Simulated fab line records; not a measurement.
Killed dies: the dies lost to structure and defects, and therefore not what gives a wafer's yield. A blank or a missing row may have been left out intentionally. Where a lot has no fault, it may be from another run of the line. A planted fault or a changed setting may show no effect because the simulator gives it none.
Chamber matching -- flow n5Finfet -- N5_BEOL_M10_CMP_52 on cmp-03 has 4 sister chambers
The step polishes, stops on SiCOH lowk, t overpolish 7 s, target thk 140 nm. 8 wafers are shown with their chamber, then 10 later ones without.

== WAFERS WITH THEIR CHAMBER ==
wafer,chamber,motorCurrentA (A),timeToEndpointS (s)
L079.3,1,6.3,68.6
L081.6,3,4.9,65.1
L083.4,3,4.9,68.4
L083.6,0,6.0,66.4
L088.2,0,6.1,68.8
L088.4,1,6.3,70.5
L091.2,2,6.2,61.5
L091.5,2,6.4,65.8

== WAFERS WITH NO CHAMBER GIVEN ==
wafer,motorCurrentA (A),timeToEndpointS (s)
L091.6,4.9,65.6
L093.2,5.7,64.3
L093.3,6.4,65.1
L093.4,5.0,67.7
L095.2,5.0,68.3
L095.5,6.3,69.2
L095.6,6.1,65.8
L097.3,4.9,65.2
L097.4,6.1,58.8
L097.5,4.9,66.5

== CHAMBER TAKEN BY EACH ==
wafer,from the rows above,in truth
L091.6,3,3
L093.2,0,0
L093.3,can't be placed: 2 or 1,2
L093.4,3,3
L095.2,3,3
L095.5,1,1
L095.6,can't be placed: 0 or 2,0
L097.3,3,3
L097.4,can't be placed: 2 or 0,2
L097.5,3,3
7 of 10 placed correctly. Cannot be placed on the basis of these rows: 3; the candidates contain the true chamber in 3. Placed wrongly: 0.
How it was worked out, from the rows above alone: a wafer's distance from a chamber is the root of the sum, over the readings, of the square of ((its reading less the chamber's mean) divided by the reading's scatter). If the next closest chamber is less than 2 further off than the closest, the wafer can't be placed; otherwise it belongs to the closest. For every chamber, the mean is computed from those of its wafers that are shown. The scatter: the root of (the sum of the squares of (reading less its chamber's mean) over the shown wafers, divided by (wafers less chambers)).
